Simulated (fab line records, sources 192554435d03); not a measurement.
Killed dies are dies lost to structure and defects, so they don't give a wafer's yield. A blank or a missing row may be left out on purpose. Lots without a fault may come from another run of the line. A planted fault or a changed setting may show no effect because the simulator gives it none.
fab line records | flow n5_finfet
record lots=24 wafers=72 last_day=20
route steps=1938 shown BEOL_M12@1613 BEOL_M13@1659
lots that met no fault: from a run of the same line without faults
start_h: hours from the record's first day to the start of the lot's first wafer shown | wait_h: hours since the lot's step before | " the same as in the row above | L1.1+2: a row that stands for several wafers | - no value, or no start given | * or withheld: withheld | < > ~ a bound
route shown NAME@n: a module of which the file shows steps, and the number in the route of the first | usual: mean/standard deviation of fault-free wafers | same: alike in all rows | chamber/n: place in a boat | sites: the reading at each site | _std_site: their standard deviation | _edge_site: outer sites' mean less inner sites' | radius_mm: how far each site lies from the wafer's centre | mask NAME#n: copy n | behind: the tool/chamber that last shaped the wafer | hold: why the lot was held/for how many hours/how that ended | device: the transistor (n, p or np) that didn't switch | end of line: the same wafers' tests at the end of the route | a step without rows: its recipe alone | killed: dies lost to structure and defects at the first sort, not the wafer's yield | map: a wafer's dies, x killed, . not, _ none there
set.NAME: the setting as run; set.NAME@STEP: as run at that earlier step | model.NAME: the simulator's own value behind a step, which no gauge read
steps of the route over a sample of lots; a table a step, a row a wafer
services: from which hour (start_h, from the record's first day; less than 0 if before it) a tool's chamber was out of use, for how many hours, and why
## steps
# step N5_BEOL_M12_OVL_MEAS_11
# recipe points_per_wafer=44
# usual V11_OVL=4/6
# columns lot.wafer tool chamber start_h wait_h V11_OVL[nm]
L074.3 overlay-02 0 269.76 0.0 -6
L074.4 " 0 " " 0
L074.5 " 0 " " -12
L075.2 overlay-01 0 302.23 0.0 3
L075.4 " 0 " " 9
L075.6 " 0 " " 6
L076.1 overlay-01 0 310.28 0.0 -5
L076.4 " 0 " " 11
L076.6 " 0 " " 12
L077.1 overlay-02 0 315.56 0.0 1
L077.2 " 0 " " 8
L077.5 " 0 " " 6
L078.1 overlay-02 0 324.87 0.0 13
L078.3 " 0 " " 13
L078.4 " 0 " " 8
L080.1 overlay-01 0 332.26 0.0 1
L080.2 " 0 " " 14
L080.5 " 0 " " 3
L081.1 overlay-01 0 335.50 0.0 10
L081.3 " 0 " " 21
L081.4 " 0 " " 1
L083.1 overlay-01 0 337.88 0.0 13
L083.5 " 0 " " 6
L083.6 " 0 " " 17
L082.3 overlay-01 0 345.10 0.0 1
L082.5 " 0 " " -6
L082.6 " 0 " " 1
L084.3 overlay-01 0 345.86 0.0 5
L084.5 " 0 " " -3
L084.6 " 0 " " 2
L086.2 overlay-02 0 357.52 0.0 0
L086.3 " 0 " " 1
L086.6 " 0 " " 2
L092.2 overlay-01 0 358.56 0.0 7
L092.3 " 0 " " 10
L092.4 " 0 " " 2
L085.3 overlay-01 0 361.37 0.0 2
L085.4 " 0 " " -5
L085.6 " 0 " " 0
L088.3 overlay-02 0 375.70 0.0 6
L088.5 " 0 " " 5
L088.6 " 0 " " -2
L087.3 overlay-01 0 382.31 0.0 -6
L087.4 " 0 " " 1
L087.6 " 0 " " -5
L089.2 overlay-01 0 382.48 0.0 4
L089.4 " 0 " " 0
L089.5 " 0 " " 8
L090.2 overlay-02 0 387.69 0.0 5
L090.4 " 0 " " 4
L090.5 " 0 " " 9
L091.1 overlay-01 0 387.91 0.0 2
L091.3 " 0 " " 1
L091.4 " 0 " " 3
L093.3 overlay-01 0 392.84 0.0 9
L093.5 " 0 " " 9
L093.6 " 0 " " -2
L097.1 overlay-01 0 422.04 0.0 8
L097.2 " 0 " " 6
L097.6 " 0 " " 13
L096.1 overlay-01 0 422.79 0.0 10
L096.3 " 0 " " 11
L096.6 " 0 " " 0
L079.1 overlay-01 0 422.95 0.0 9
L079.2 " 0 " " 10
L079.6 " 0 " " 9
L094.1 overlay-01 0 439.71 0.0 1
L094.2 " 0 " " -1
L094.6 " 0 " " 6
L095.1 overlay-01 0 444.82 0.0 5
L095.4 " 0 " " 13
L095.6 " 0 " " 8
# step N5_BEOL_M12_CD_MEAS_28
# recipe target_cd_nm=160.2 landing_energy_ev=500 detector=se_inlens polarity=opening
# usual cd_nm=159.6/1.2
# columns lot.wafer tool chamber start_h wait_h cd_nm
L074.3 cd_sem-03 0 270.65 - 159.8
L074.4 " 0 " " 161.2
L074.5 " 0 " " 161.5
L075.2 cd_sem-02 0 303.29 - 158.5
L075.4 " 0 " " 158.6
L075.6 " 0 " " 159.0
L076.1 cd_sem-02 0 311.30 - 160.3
L076.4 " 0 " " 160.1
L076.6 " 0 " " 161.1
L077.1 cd_sem-01 0 316.44 - 160.8
L077.2 " 0 " " 160.1
L077.5 " 0 " " 160.1
L078.1 cd_sem-01 0 325.76 - 160.4
L078.3 " 0 " " 161.4
L078.4 " 0 " " 160.0
L080.1 cd_sem-03 0 333.14 - 158.0
L080.2 " 0 " " 158.1
L080.5 " 0 " " 159.9
L081.1 cd_sem-02 0 336.38 - 158.5
L081.3 " 0 " " 158.8
L081.4 " 0 " " 161.3
L083.1 cd_sem-02 0 338.77 - 159.2
L083.5 " 0 " " 160.2
L083.6 " 0 " " 160.2
L082.3 cd_sem-01 0 346.11 - 159.4
L082.5 " 0 " " 158.0
L082.6 " 0 " " 159.0
L084.3 cd_sem-02 0 346.74 - 158.4
L084.5 " 0 " " 159.0
L084.6 " 0 " " 159.0
L086.2 cd_sem-03 0 358.56 - 159.0
L086.3 " 0 " " 160.6
L086.6 " 0 " " 159.0
L092.2 cd_sem-02 0 359.56 - 160.0
L092.3 " 0 " " 160.3
L092.4 " 0 " " 160.8
L085.3 cd_sem-02 0 362.25 - 158.3
L085.4 " 0 " " 159.0
L085.6 " 0 " " 158.1
L088.3 cd_sem-02 0 376.72 - 159.7
L088.5 " 0 " " 158.4
L088.6 " 0 " " 158.8
L087.3 cd_sem-02 0 383.20 - 162.5
L087.4 " 0 " " 160.1
L087.6 " 0 " " 160.3
L089.2 cd_sem-02 0 383.36 - 161.2
L089.4 " 0 " " 161.4
L089.5 " 0 " " 161.8
L090.2 cd_sem-02 0 388.57 - 159.8
L090.4 " 0 " " 159.0
L090.5 " 0 " " 157.8
L091.1 cd_sem-01 0 389.05 - 158.9
L091.3 " 0 " " 158.7
L091.4 " 0 " " 160.3
L093.3 cd_sem-03 0 393.83 - 160.9
L093.5 " 0 " " 159.9
L093.6 " 0 " " 161.2
L097.1 cd_sem-01 0 422.95 - 160.3
L097.2 " 0 " " 160.9
L097.6 " 0 " " 159.1
L096.1 cd_sem-03 0 423.67 - 157.9
L096.3 " 0 " " 159.6
L096.6 " 0 " " 158.3
L079.1 cd_sem-01 0 424.06 - 158.1
L079.2 " 0 " " 158.1
L079.6 " 0 " " 156.3
L094.1 cd_sem-03 0 440.70 - 159.1
L094.2 " 0 " " 159.3
L094.6 " 0 " " 157.8
L095.1 cd_sem-03 0 445.82 - 158.8
L095.4 " 0 " " 160.8
L095.6 " 0 " " 159.2
# step N5_BEOL_M12_ETCH_67
# recipe chemistry=CF4 target=SiARC target_depth_a=1430 time_s=238.3 ion_energy_ev=80 pressure_mtorr=40 source_w=545 bias_w=36 Ar_flow_sccm=100 cf4_flow_sccm=100 ends=cleared
# usual cf4_flow_sccm=100.00/0.3 drypump_motor_current_A=5.8/0.39 etch_rf_on_time_s=238/3.7 oes_product_au=0.69/0.089 rf_vpp_V=184.0/1 showerhead_plenum_p_Torr=2.14/0.037 throttle_valve_pct=15.55/0.25
# columns lot.wafer tool chamber start_h wait_h cf4_flow_sccm drypump_motor_current_A etch_rf_on_time_s oes_product_au rf_hours_counter_h rf_vpp_V showerhead_plenum_p_Torr throttle_valve_pct
L074.3 rie_diel-04 2 270.83 0.0 99.74 6.2 234 0.62 219 182.6 2.12 15.69
L074.4 " 3 " " 99.65 5.4 243 0.56 250 187.3 2.20 15.90
L074.5 " 3 " " 99.49 5.3 240 0.56 - 186.0 2.20 15.90
L075.2 rie_diel-02 1 303.41 0.0 100.49 5.7 236 0.60 226 183.4 2.12 15.85
L075.4 " 0 " " 100.34 6.2 240 0.67 - 185.1 2.15 15.56
L075.6 " 1 " " 100.93 5.7 236 0.60 - 183.9 2.12 15.84
L076.1 rie_diel-02 3 311.44 0.0 99.84 5.8 233 0.80 17 187.5 2.18 15.37
L076.4 " 1 " " 99.59 5.7 236 0.59 229 184.8 2.12 15.83
L076.6 " 0 " " 99.61 6.2 241 0.66 - 184.0 2.15 15.59
L077.1 rie_diel-02 0 316.57 0.0 99.47 6.2 247 0.66 118 184.8 2.15 15.57
L077.2 " 2 " " 100.37 4.9 242 0.60 219 183.7 2.12 15.97
L077.5 " 0 " " 99.80 6.2 244 0.67 - 184.2 2.15 15.57
L078.1 rie_diel-02 1 325.89 0.0 100.33 5.7 241 0.59 234 183.2 2.12 15.86
L078.3 " 2 " " 100.53 4.9 241 0.60 222 184.0 2.12 15.95
L078.4 " 0 " " 100.03 6.2 245 0.67 120 184.6 2.15 15.59
L080.1 rie_diel-04 0 333.45 0.0 100.37 6.0 234 0.76 24 183.2 2.10 15.20
L080.2 " 1 " " 100.39 5.3 239 0.80 7 185.2 2.19 15.21
L080.5 " 1 " " 100.13 5.3 240 0.80 - 184.8 2.19 15.20
L081.1 rie_diel-04 3 336.51 0.0 99.84 5.3 234 0.79 18 184.2 2.20 15.46
L081.3 " 1 " " 100.49 5.4 238 0.79 8 185.9 2.19 15.20
L081.4 " 0 " " 100.54 6.0 234 0.75 25 183.3 2.10 15.17
L083.1 rie_diel-02 0 339.08 0.0 99.66 6.2 241 0.67 125 184.4 2.15 15.60
L083.5 " 2 " " 100.06 4.9 241 0.59 - 183.3 2.12 15.98
L083.6 " 1 " " 100.09 5.7 238 0.59 - 181.5 2.12 15.87
L082.3 rie_diel-04 0 346.47 0.0 99.72 6.0 233 0.75 29 184.1 2.10 15.21
L082.5 " 0 " " 99.93 6.0 232 0.75 - 183.1 2.10 15.20
L082.6 " 1 " " 100.22 5.3 238 0.80 - 184.1 2.19 15.21
L084.3 rie_diel-04 1 346.96 0.0 99.61 5.3 242 0.79 12 184.7 2.19 15.21
L084.5 " 3 " " 99.82 5.4 235 0.79 - 185.7 2.19 15.47
L084.6 " 0 " " 100.30 6.0 234 0.76 - 184.5 2.10 15.21
L086.2 rie_diel-04 2 358.68 0.0 99.86 6.3 238 0.59 249 183.5 2.11 15.75
L086.3 " 0 " " 99.24 6.0 235 0.75 33 183.2 2.10 15.21
L086.6 " 3 " " 99.99 5.4 237 0.78 - 184.4 2.19 15.48
L092.2 rie_diel-05 2 359.75 0.0 100.69 5.7 232 0.84 2 185.3 2.11 15.09
L092.3 " 1 " " 99.95 6.3 239 0.67 104 182.8 2.08 15.44
L092.4 " 3 " " 100.12 5.5 241 0.59 236 184.2 2.20 15.73
L085.3 rie_diel-02 0 362.37 0.0 100.41 6.2 240 0.67 132 184.5 2.14 15.62
L085.4 " 1 " " 99.70 5.7 237 0.58 247 183.2 2.12 15.87
L085.6 " 2 " " 99.97 4.9 240 0.59 - 184.3 2.11 15.99
L088.3 rie_diel-02 3 376.97 0.0 99.92 5.8 236 0.75 40 182.6 2.17 15.41
L088.5 " 3 " " 99.57 5.8 235 0.76 - 183.4 2.17 15.42
L088.6 " 1 " " 99.92 5.7 238 0.58 - 183.8 2.11 15.89
L087.3 rie_diel-02 3 383.40 0.0 99.68 5.8 236 0.75 43 185.5 2.17 15.42
L087.4 " 1 " " 100.20 5.7 236 0.58 - 184.9 2.11 15.91
L087.6 " 0 " " 100.29 6.2 241 0.65 - 184.9 2.14 15.64
L089.2 rie_diel-05 1 383.53 0.0 100.73 6.3 235 0.67 112 183.3 2.07 15.45
L089.4 " 3 " " 99.86 5.5 241 0.58 245 185.8 2.20 15.75
L089.5 " 1 " " 100.05 6.3 237 0.66 - 183.7 2.07 15.44
L090.2 rie_diel-02 2 388.89 0.0 99.80 4.9 241 0.58 238 182.5 2.11 15.98
L090.4 " 0 " " 99.83 6.2 245 0.65 - 184.8 2.14 15.65
L090.5 " 2 " " 99.63 4.8 242 0.58 - 184.4 2.11 15.98
L091.1 rie_diel-05 1 389.17 0.0 100.05 6.3 239 0.65 114 181.5 2.07 15.46
L091.3 " 2 " " 99.96 5.7 233 0.79 11 183.4 2.11 15.11
L091.4 " 3 " " 100.19 5.5 243 0.58 247 184.7 2.19 15.73
L093.3 rie_diel-05 1 393.96 0.0 99.88 6.3 238 0.66 116 183.8 2.07 15.47
L093.5 " 1 " " 99.86 6.3 237 0.66 - 182.2 2.07 15.45
L093.6 " 2 " " 100.11 5.7 232 0.80 - 184.3 2.11 15.12
L097.1 rie_diel-02 0 423.31 0.0 100.28 6.2 243 0.64 157 183.5 2.14 15.67
L097.2 " 3 " " 100.07 5.8 240 0.72 59 184.4 2.17 15.46
L097.6 " 3 " " 99.80 5.8 241 0.72 - 185.0 2.17 15.44
L096.1 rie_diel-05 0 423.79 0.0 100.33 6.1 239 0.58 223 183.1 2.12 15.79
L096.3 " 1 " " 100.05 6.3 238 0.65 129 182.8 2.07 15.48
L096.6 " 1 " " 100.42 6.3 237 0.66 - 184.3 2.07 15.48
L079.1 rie_diel-02 3 424.18 0.0 99.99 5.8 237 0.74 60 184.6 2.17 15.45
L079.2 " 0 " " 99.99 6.3 243 0.64 158 182.8 2.14 15.68
L079.6 " 0 " " 100.07 6.3 243 0.64 - 184.3 2.14 15.68
L094.1 rie_diel-05 3 440.83 0.0 99.93 5.5 237 0.81 7 185.1 2.19 15.29
L094.2 " 2 " " 100.55 5.7 238 0.75 32 184.6 2.10 15.13
L094.6 " 0 " " 100.23 6.1 244 0.57 - 184.2 2.12 15.84
L095.1 rie_diel-02 0 445.95 0.0 99.72 6.2 241 0.64 167 184.4 2.13 15.68
L095.4 " 0 " " 99.88 6.2 242 0.63 - 184.3 2.13 15.69
L095.6 " 1 " " 99.90 5.6 233 0.82 - 183.1 2.11 15.39
# step N5_BEOL_M12_PRE_CLEAN_42
# recipe gas=H2/He time_s=30 temp_c=250
# usual heater_power_w=332/28
# columns lot.wafer tool chamber start_h wait_h heater_power_w
L074.3 pvd_sputter-03 - 274.28 0.0 301
L074.4 " - " " 365
L074.5 " - " " 358
L075.2 pvd_sputter-03 - 306.34 0.0 346
L075.4 " - " " 368
L075.6 " - " " 355
L076.1 pvd_sputter-02 - 313.30 0.0 340
L076.4 " - " " 349
L076.6 " - " " 311
L077.1 pvd_sputter-02 - 318.30 0.0 341
L077.2 " - " " 302
L077.5 " - " " 334
L078.1 pvd_sputter-02 - 331.05 0.0 353
L078.3 " - " " 304
L078.4 " - " " 336
L080.1 pvd_sputter-03 - 334.51 0.0 295
L080.2 " - " " 357
L080.5 " - " " 303
L081.1 pvd_sputter-02 - 340.94 0.0 333
L081.3 " - " " 336
L081.4 " - " " 310
L083.1 pvd_sputter-02 - 341.56 0.0 307
L083.5 " - " " 345
L083.6 " - " " 310
L082.3 pvd_sputter-01 - 348.47 0.0 365
L082.5 " - " " 368
L082.6 " - " " 381
L084.3 pvd_sputter-03 - 350.33 0.0 293
L084.5 " - " " 299
L084.6 " - " " 368
L086.2 pvd_sputter-01 - 360.92 0.0 369
L086.3 " - " " 326
L086.6 " - " " 330
L092.2 pvd_sputter-03 - 363.09 0.0 300
L092.3 " - " " 360
L092.4 " - " " 355
L085.3 pvd_sputter-03 - 370.18 0.0 291
L085.4 " - " " 304
L085.6 " - " " 360
L088.3 pvd_sputter-03 - 380.18 0.0 357
L088.5 " - " " 362
L088.6 " - " " 283
L087.3 pvd_sputter-02 - 385.45 0.0 334
L087.4 " - " " 348
L087.6 " - " " 342
L089.2 pvd_sputter-03 - 385.93 0.0 298
L089.4 " - " " 361
L089.5 " - " " 298
L090.2 pvd_sputter-03 - 392.25 0.0 300
L090.4 " - " " 353
L090.5 " - " " 298
L091.1 pvd_sputter-02 - 397.97 0.0 341
L091.3 " - " " 342
L091.4 " - " " 314
L093.3 pvd_sputter-03 - 400.21 0.0 367
L093.5 " - " " 363
L093.6 " - " " 295
L097.1 pvd_sputter-01 - 425.38 0.0 292
L097.2 " - " " 324
L097.6 " - " " 379
L096.1 pvd_sputter-02 - 425.87 0.0 296
L096.3 " - " " 335
L096.6 " - " " 300
L079.1 pvd_sputter-03 - 425.87 0.0 354
L079.2 " - " " 294
L079.6 " - " " 300
L094.1 pvd_sputter-01 - 442.92 0.0 367
L094.2 " - " " 382
L094.6 " - " " 384
L095.1 pvd_sputter-02 - 449.00 0.0 310
L095.4 " - " " 343
L095.6 " - " " 332
# step N5_BEOL_M13_ILD_DEP_00
# recipe material=SiOC target_thk_a=8379.2 temp_c=350 precursor=DEMS/O2 pressure_torr=5 rf_w=500 time_s=166.4
# usual heater_power_w=507/92 showerhead_plenum_p_Torr=5.692/0.016 throttle_valve_pct=11.8/0.36
# columns lot.wafer tool chamber start_h wait_h heater_power_w showerhead_plenum_p_Torr throttle_valve_pct
L074.3 pecvd-03 1 275.60 0.0 475 5.703 11.9
L074.4 " 2 " " 517 5.683 11.1
L074.5 " 1 " " 371 5.709 11.9
L075.2 pecvd-02 2 307.58 0.0 675 5.693 11.7
L075.4 " 1 " " 444 5.663 11.8
L075.6 " 2 " " 560 5.686 12.2
L076.1 pecvd-02 2 314.54 0.0 617 5.702 11.9
L076.4 " 2 " " 659 5.695 11.7
L076.6 " 1 " " 552 5.657 12.0
L077.1 pecvd-03 2 319.59 0.0 630 5.691 11.2
L077.2 " 0 " " 405 5.713 12.1
L077.5 " 0 " " 440 5.701 12.1
L078.1 pecvd-04 0 332.31 0.0 409 5.696 12.0
L078.3 " 1 " " 555 5.692 12.3
L078.4 " 2 " " 416 5.696 12.0
L080.1 pecvd-04 1 335.77 0.0 615 5.692 12.3
L080.2 " 2 " " 468 5.681 11.8
L080.5 " 1 " " 521 5.673 12.3
L081.1 pecvd-03 0 342.18 0.0 449 5.718 11.9
L081.3 " 1 " " 470 5.706 11.7
L081.4 " 1 " " 376 5.710 11.6
L083.1 pecvd-03 1 343.06 0.0 447 5.711 11.9
L083.5 " 1 " " 472 5.716 11.7
L083.6 " 0 " " 362 5.713 11.7
L082.3 pecvd-04 2 349.92 0.0 477 5.674 12.1
L082.5 " 2 " " 506 5.678 11.9
L082.6 " 1 " " 638 5.698 12.3
L084.3 pecvd-04 2 351.72 0.0 518 5.674 11.7
L084.5 " 1 " " 655 5.712 12.2
L084.6 " 0 " " 442 5.694 12.0
L086.2 pecvd-02 0 362.36 0.0 456 5.667 12.3
L086.3 " 2 " " 602 5.671 11.8
L086.6 " 2 " " 661 5.675 11.6
L092.2 pecvd-03 1 364.35 0.0 383 5.719 11.9
L092.3 " 0 " " 462 5.714 12.2
L092.4 " 0 " " 368 5.702 11.8
L085.3 pecvd-02 2 371.96 0.0 668 5.701 11.7
L085.4 " 0 " " 412 5.670 12.4
L085.6 " 1 " " 539 5.655 11.8
L088.3 pecvd-03 0 381.99 0.0 430 5.716 12.0
L088.5 " 0 " " 463 5.712 12.0
L088.6 " 2 " " 523 5.689 11.2
L087.3 pecvd-03 1 386.72 0.0 431 5.712 11.5
L087.4 " 0 " " 422 5.709 11.9
L087.6 " 2 " " 602 5.687 11.1
L089.2 pecvd-03 2 387.37 0.0 615 5.692 11.2
L089.4 " 1 " " 463 5.701 12.0
L089.5 " 2 " " 642 5.690 11.2
L090.2 pecvd-02 2 393.56 0.0 663 5.698 11.7
L090.4 " 0 " " 402 5.675 12.2
L090.5 " 2 " " 575 5.695 11.7
L091.1 pecvd-03 0 399.85 0.0 446 5.716 12.0
L091.3 " 2 " " 597 5.679 11.5
L091.4 " 0 " " 452 5.704 12.2
L093.3 pecvd-03 1 401.58 0.0 398 5.718 11.8
L093.5 " 1 " " 424 5.714 11.5
L093.6 " 2 " " 607 5.679 11.3
L097.1 pecvd-02 2 426.73 0.0 678 5.695 12.1
L097.2 " 1 " " 483 5.686 10.8
L097.6 " 0 " " 402 5.665 12.2
L096.1 pecvd-04 2 427.38 0.0 428 5.693 12.3
L096.3 " 1 " " 633 5.694 12.1
L096.6 " 1 " " 513 5.706 12.3
L079.1 pecvd-02 1 427.43 0.0 450 5.666 10.9
L079.2 " 0 " " 509 5.668 12.2
L079.6 " 0 " " 413 5.679 11.9
L094.1 pecvd-04 2 444.31 0.0 478 5.698 12.1
L094.2 " 1 " " 623 5.699 12.3
L094.6 " 2 " " 542 5.690 12.2
L095.1 pecvd-03 1 450.25 0.0 427 5.719 11.7
L095.4 " 1 " " 455 5.715 11.8
L095.6 " 0 " " 411 5.709 12.1
# step N5_BEOL_M13_ETCH_59
# recipe chemistry=N2/H2 target=BARC target_depth_a=890 overetch_a=267 time_s=67.9 ion_energy_ev=200 pressure_mtorr=30 source_w=840 bias_w=150 n2_flow_sccm=200 h2_flow_sccm=200
# usual drypump_motor_current_A=6.0/0.53 oes_product_au=0.67/0.055 rf_vpp_V=523.7/2.6 showerhead_plenum_p_Torr=2.53/0.086 throttle_valve_pct=18.03/0.17
# columns lot.wafer tool chamber start_h wait_h drypump_motor_current_A oes_product_au rf_hours_counter_h rf_vpp_V showerhead_plenum_p_Torr throttle_valve_pct
L074.3 rie_diel-01 1 276.19 0.0 6.3 0.63 172 523.5 2.53 17.92
L074.4 " 3 " " 6.0 0.76 34 522.2 2.48 17.88
L074.5 " 3 " " 6.0 0.77 - 522.6 2.48 17.89
L075.2 rie_diel-01 2 308.29 0.0 6.4 0.72 55 529.9 2.69 18.17
L075.4 " 3 " " 6.0 0.74 45 522.6 2.47 17.91
L075.6 " 0 " " 6.7 0.65 - 521.9 2.44 18.25
L076.1 rie_diel-03 1 315.25 0.0 6.1 0.61 186 520.8 2.42 17.70
L076.4 " 3 " " 5.4 0.71 75 525.4 2.58 17.97
L076.6 " 2 " " 5.0 0.63 - 528.4 2.63 17.96
L077.1 rie_diel-01 3 320.16 0.0 6.0 0.74 48 521.7 2.47 17.90
L077.2 " 0 " " 6.6 0.65 135 521.8 2.44 18.24
L077.5 " 3 " " 6.0 0.74 - 522.0 2.47 17.91
L078.1 rie_diel-06 2 333.01 0.0 6.4 0.63 194 519.8 2.42 18.06
L078.3 " 3 " " 5.2 0.66 99 524.2 2.56 18.22
L078.4 " 1 " " 5.2 0.76 27 524.9 2.59 17.68
L080.1 rie_diel-03 3 336.69 0.0 5.4 0.71 82 525.5 2.57 18.00
L080.2 " 1 " " 6.1 0.61 192 520.1 2.42 17.72
L080.5 " 0 " " 5.6 0.60 - 522.7 2.50 18.15
L081.1 rie_diel-01 2 342.88 0.0 6.4 0.71 65 528.6 2.69 18.19
L081.3 " 1 " " 6.3 0.62 193 522.3 2.52 17.97
L081.4 " 0 " " 6.6 0.65 142 520.4 2.44 18.25
L083.1 rie_diel-01 3 343.76 0.0 6.0 0.73 55 520.9 2.47 17.91
L083.5 " 1 " " 6.3 0.62 - 524.0 2.52 17.96
L083.6 " 2 " " 6.4 0.71 - 526.8 2.69 18.20
L082.3 rie_diel-03 0 350.74 0.0 5.6 0.59 241 523.9 2.50 18.16
L082.5 " 3 " " 5.4 0.70 - 523.7 2.57 18.00
L082.6 " 0 " " 5.6 0.59 - 523.5 2.50 18.17
L084.3 rie_diel-06 3 352.42 0.0 5.2 0.66 106 524.8 2.56 18.23
L084.5 " 3 " " 5.2 0.66 - 524.3 2.56 18.23
L084.6 " 0 " " 6.4 0.77 - 525.6 2.60 17.94
L086.2 rie_diel-06 1 363.06 0.0 5.2 0.74 37 526.3 2.59 17.69
L086.3 " 0 " " 6.4 0.76 19 526.3 2.60 17.94
L086.6 " 1 " " 5.2 0.75 - 525.7 2.59 17.69
L092.2 rie_diel-06 0 365.06 0.0 6.5 0.76 20 525.0 2.60 17.96
L092.3 " 2 " " 6.4 0.62 205 518.3 2.42 18.08
L092.4 " 1 " " 5.2 0.75 38 525.4 2.59 17.69
L085.3 rie_diel-01 1 372.64 0.0 6.3 0.61 202 523.5 2.52 17.99
L085.4 " 0 " " 6.6 0.65 151 521.1 2.44 18.27
L085.6 " 2 " " 6.4 0.70 - 526.8 2.69 18.21
L088.3 rie_diel-03 0 382.57 0.0 5.5 0.59 249 523.7 2.50 18.20
L088.5 " 0 " " 5.5 0.59 - 523.5 2.50 18.19
L088.6 " 1 " " 6.1 0.60 - 520.4 2.42 17.73
L087.3 rie_diel-03 3 387.54 0.0 5.4 0.70 97 525.4 2.57 18.02
L087.4 " 3 " " 5.4 0.69 - 524.2 2.57 18.02
L087.6 " 2 " " 5.0 0.61 - 525.0 2.62 18.01
L089.2 rie_diel-01 2 388.07 0.0 6.4 0.69 79 528.0 2.68 18.21
L089.4 " 3 " " 6.0 0.72 68 521.4 2.46 17.95
L089.5 " 1 " " 6.3 0.61 - 522.7 2.52 17.99
L090.2 rie_diel-01 0 394.32 0.0 6.6 0.63 157 520.8 2.43 18.27
L090.4 " 3 " " 6.0 0.71 70 521.8 2.46 17.96
L090.5 " 3 " " 6.0 0.71 - 522.5 2.46 17.95
L091.1 rie_diel-06 2 400.97 0.0 6.4 0.61 215 519.8 2.41 18.10
L091.3 " 1 " " 5.2 0.73 48 526.4 2.58 17.70
L091.4 " 3 " " 5.2 0.65 121 523.1 2.55 18.28
L093.3 rie_diel-01 2 402.48 0.0 6.4 0.69 82 527.4 2.68 18.22
L093.5 " 0 " " 6.6 0.63 - 522.1 2.43 18.28
L093.6 " 1 " " 6.3 0.61 - 524.2 2.52 18.01
L097.1 rie_diel-06 0 427.31 0.0 6.4 0.73 39 524.1 2.59 17.97
L097.2 " 2 " " 6.4 0.62 223 519.1 2.41 18.09
L097.6 " 3 " " 5.2 0.64 - 524.4 2.55 18.29
L096.1 rie_diel-06 2 428.08 0.0 6.4 0.61 224 520.1 2.41 18.10
L096.3 " 1 " " 5.2 0.72 56 525.5 2.58 17.72
L096.6 " 0 " " 6.4 0.73 - 523.6 2.59 17.99
L079.1 rie_diel-01 2 428.25 0.0 6.4 0.68 91 527.1 2.68 18.24
L079.2 " 1 " " 6.3 0.60 219 521.4 2.51 18.01
L079.6 " 0 " " 6.7 0.63 - 521.1 2.43 18.29
L094.1 rie_diel-06 0 444.95 0.0 6.4 0.72 45 526.3 2.59 17.99
L094.2 " 2 " " 6.5 0.61 229 520.3 2.41 18.12
L094.6 " 1 " " 5.2 0.72 - 524.7 2.58 17.73
L095.1 rie_diel-01 1 450.82 0.0 6.3 0.60 225 522.8 2.51 18.02
L095.4 " 3 " " 6.0 0.70 86 523.4 2.46 17.98
L095.6 " 3 " " 6.0 0.70 - 521.1 2.46 17.97
## services
# columns tool chamber start_h hours kind
rie_diel-01 2 247.05 9.9 repair
rie_diel-04 2 263.68 2.8 repair
rie_diel-04 - 278.67 4.3 pm
pecvd-04 2 280.44 5.3 repair
rie_diel-06 3 281.08 5.0 repair
rie_diel-06 1 284.55 4.9 repair
rie_diel-03 - 293.56 16.0 repair
rie_diel-05 1 302.74 4.3 repair
rie_diel-02 2 303.28 3.9 repair
rie_diel-02 2 364.20 19.8 repair
pecvd-02 - 364.95 0.5 repair
pecvd-02 2 373.92 5.9 repair
rie_diel-02 1 387.70 4.1 repair
rie_diel-02 1 391.96 - clean
rie_diel-02 1 391.96 - consumable_replace:focus_ring
rie_diel-04 3 393.95 5.8 repair
rie_diel-04 0 402.36 3.0 repair
rie_diel-03 - 403.77 0.4 repair
pvd_sputter-03 - 415.65 1.7 repair
rie_diel-02 - 419.96 0.5 repair
rie_diel-06 1 422.60 4.8 repair
rie_diel-02 - 438.94 0.8 repair
pecvd-04 0 439.30 5.3 repair
rie_diel-06 3 441.09 5.5 repair
## key
fault none
